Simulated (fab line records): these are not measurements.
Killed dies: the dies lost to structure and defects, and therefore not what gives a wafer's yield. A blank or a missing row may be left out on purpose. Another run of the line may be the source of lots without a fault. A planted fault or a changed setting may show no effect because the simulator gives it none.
A lot that was struck, set against a sound lot / flow n5Finfet / 44 out of 1938 route steps
Sound: these wafers, L529.1, L529.4, L529.6. The struck wafers were L549.3, L549.5, L549.6. At the end, the cause is stated.
At each step with rows: each side's tool, then ch and its chambers, then its first start. Under that, the readings that differ: sound wafers / struck wafers / difference of the means / sigmas: that difference in standard deviations of wafers without a fault.
alike: a reading whose means differ by less than 2 such deviations, as well as words and numbers matching on both sides. not compared: withheld readings; readings where some wafer has no value; bounds like >300 that might hide an equal value; numbers whose values overlap and for which the record gives no deviation.
A row with sigmas, a row that says differs or no value, or rows on one side alone: a step with any of these is where the two part. Numbers that don't overlap but have no deviation are shown without sigmas and don't part them. A reading that every wafer of one side lacks parts them only if that side has two wafers or more.

first, 7 steps without rows for these wafers: N5_WELL_APT_COAT_02 (resist thk 950 nm); N5_WELL_APT_EBR_04; N5_WELL_APT_SOFTBAKE_03 (time 60 s); N5_WELL_APT_EXPOSE_05 (exposes mask NWELL, defocus 0 nm, target cd 200 nm); N5_WELL_APT_PEB_06 (peb time 90 s); N5_WELL_APT_DEVELOP_07 (develop time 45 s); N5_WELL_APT_HARDBAKE_12 (time 120 s).
N5_WELL_APT_CD_MEAS_08 targets a cd of 200 nm.
  sound on cdSem-03 ch 0, day 2 01:44; struck on cdSem-03 ch 0, day 7 01:41
  alike: cdNm
N5_WELL_APT_OVL_MEAS_09:
  sound on overlay-01 ch 0, day 2 01:46; struck on overlay-02 ch 0, day 7 01:43
  alike: NWELL_OVL
N5_WELL_APT_INSPECT_10: inspects for defects (macro).
  struck on defectInspect-02, day 7 01:44; sound on defectInspect-02, day 2 01:47
  alike: rawDefectCount
N5_WELL_APT_DESCUM_13: chemistry O2, time 7.9 s.
  sound on rieDiel-02 ch 1,2,3, day 2 01:49; struck on rieDiel-05 ch 0,1,3, day 7 01:53
  alike: drypumpMotorCurrentA, oesProductAu, rfVppV, showerheadPlenumPTorr, throttleValvePct
  not compared: rfHoursCounterH
following that, these wafers have no rows for 1 step: N5_WELL_APT_IMPLANT_14.
N5_WELL_APT_IMPLANT_15:
  sound on implanter-02 ch 0, day 2 02:06; struck on implanter-02 ch 0, day 7 02:13
reading=doseIonsCm2; sound=1.4996e+13 1.5006e+13 1.5008e+13; struck=2.0217e+13 2.0203e+13 2.0264e+13; difference=+5.2247e+12; sigmas=+99 or more
reading=faradayCurrentUA; sound=190 188 193; struck=256 268 256; difference=+70; sigmas=+18
  alike: rotationDeg, tiltDeg
then, 9 steps without rows for these wafers: N5_WELL_APT_STRIP_16 (strips in SPM, time 900 s); N5_WELL_APT_HMDS_18 (time 60 s); N5_WELL_APT_COAT_19 (resist thk 950 nm); N5_WELL_APT_EBR_21; N5_WELL_APT_SOFTBAKE_20 (time 60 s); N5_WELL_APT_EXPOSE_22 (exposes mask PWELL, defocus 0 nm, target cd 200 nm); N5_WELL_APT_PEB_23 (peb time 90 s); N5_WELL_APT_DEVELOP_24 (develop time 45 s); N5_WELL_APT_HARDBAKE_29 (time 120 s).
N5_WELL_APT_CD_MEAS_25 targets a cd of 200 nm.
  sound on cdSem-02 ch 0, day 2 02:52; struck on cdSem-03 ch 0, day 7 03:02
  alike: cdNm
N5_WELL_APT_OVL_MEAS_26:
  sound on overlay-02 ch 0, day 2 02:54; struck on overlay-01 ch 0, day 7 03:04
  alike: PWELL_OVL
N5_WELL_APT_INSPECT_27: inspects for defects (macro).
  struck on defectInspect-01, day 7 03:06; sound on defectInspect-01, day 2 02:56
  alike: rawDefectCount
N5_WELL_APT_DESCUM_30: chemistry O2, time 7.9 s.
  sound on rieDiel-01 ch 0,1, day 2 02:58; struck on rieDiel-02 ch 1,2,3, day 7 03:08
  alike: drypumpMotorCurrentA, oesProductAu, rfVppV, showerheadPlenumPTorr, throttleValvePct
  not compared: rfHoursCounterH
then, 3 steps without rows for these wafers: N5_WELL_APT_IMPLANT_31; N5_WELL_APT_IMPLANT_32; N5_WELL_APT_STRIP_33 (strips in SPM, time 900 s).
N5_WELL_APT_RTA_34: time 10 s.
  sound on rtpAnneal-02 ch 0, day 2 03:45; struck on rtpAnneal-02 ch 0, day 7 03:57
  alike: lampPowerPct, lamp_zone_4_pct, wafer_temp_C_max
then, 4 steps without rows for these wafers: N5_WELL_APT_OXIDE_STRIP_42 (strips SiO2 in dHF, time 45 s, target depth 12 nm); N5_WELL_APT_PRECLEAN_36 (cleans in O3/DIW, time 45 s); N5_WELL_APT_PRECLEAN_39 (cleans in dHF, time 60 s); N5_WELL_APT_SRD_37 (time 30 s).
N5_WELL_APT_EPI_41: deposits Si from SiH4/H2, target thk 50 nm, time 297.7 s.
  sound on epiRpcvd-02 ch 0, day 2 04:01; struck on epiRpcvd-02 ch 0, day 7 04:22
  alike: chamberPressureTorr, lampInnerPct, throttleValvePct
N5_WELL_APT_INSPECT_38: inspects for defects (darkfield).
  struck on defectInspect-02, day 7 04:49; sound on defectInspect-01, day 2 04:38
  alike: rawDefectCount
N5_PMOS_HMC_CHANNEL_EPI_HM_DEP_34: deposits SiO2 from TEOS/O2, target thk 36 nm, time 6.9 s.
  sound on pecvd-02 ch 0,1, day 2 04:41; struck on pecvd-01 ch 0,1,2, day 7 04:50
  alike: chamberPressureTorr, heaterPowerW, showerheadPlenumPTorr, throttleValvePct
then, 5 steps without rows for these wafers: N5_PMOS_HMC_CHANNEL_EPI_COAT_31 (time 60 s, resist thk 66 nm); N5_PMOS_HMC_CHANNEL_EPI_COAT_03 (resist thk 205 nm); N5_PMOS_HMC_CHANNEL_EPI_EBR_05; N5_PMOS_HMC_CHANNEL_EPI_SOFTBAKE_04 (time 60 s); N5_PMOS_HMC_CHANNEL_EPI_EXPOSE_06 (exposes mask PMOS HMC BLK, target cd 240 nm).
-- the record jumps here: 6 days lie between the struck wafers' starts before and after (it left off in module PMOS_HMC_CHANNEL_EPI and takes up again in module BEOL_M4, whose first step shown is number 1111 of the route) --
N5_BEOL_M4_RC_MEAS_101:
  sound on prober-01 ch 0, day 8 07:19; struck on prober-01 ch 0, day 13 15:53
reading=CJ_P; sound=5.54 5.76 5.77; struck=6.56; difference=+0.87; sigmas=+5
reading=SS_N (mV/dec); sound=72.7 71.8 73.1; struck=71.1; difference=-1.4; sigmas=-2
  alike: DIBL_N, DIBL_P, IOFF_N, IOFF_P, ION_N, ION_P, SS_P, VT_N, VT_P
-- here the record skips 4 days between the struck wafers' starts before and after, leaving off in module BEOL_M4 and picking up in module PASSIVATION (first step shown: number 1936 of the route) --
N5_PASSIVATION_PROBE_49:
  struck on prober-02, day 17 19:27; sound on prober-02, day 12 19:13
reading=defectLimitedYield (%); sound=92.8 92.0 92.5; struck=89.2; difference=-3.2; sigmas=-2
reading=killedDies; sound=85 94 89; struck=128; difference=+39; sigmas=+2
reading=killedShort; sound=24 29 29; struck=48; difference=+21; sigmas=+3
reading=sort_bin_6_memory (%); sound=2.5 3.2 3.1; struck=5.6; difference=+2.7; sigmas=+4
reading=sortNPass; sound=1095 1086 1091; struck=1052; difference=-39; sigmas=-2
reading=sortYieldPct (%); sound=92.8 92.0 92.5; struck=89.2; difference=-3.2; sigmas=-2
  alike: killed_at_M0_to_M3, killed_at_M4_up, killedAtContacts, killedAtFrontEnd, killedAtOther, killedOnRim, killedOpen, sort_bin_5_function

== WHERE THEY PART ==
At N5_WELL_APT_IMPLANT_15 first; at N5_PASSIVATION_PROBE_49 last (within this record only).

WHY: what the simulator had put in
Process parameter drift: implanter-02, from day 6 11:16 on, at N5_WELL_APT_IMPLANT_15. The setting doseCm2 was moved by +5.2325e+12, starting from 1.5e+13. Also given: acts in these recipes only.
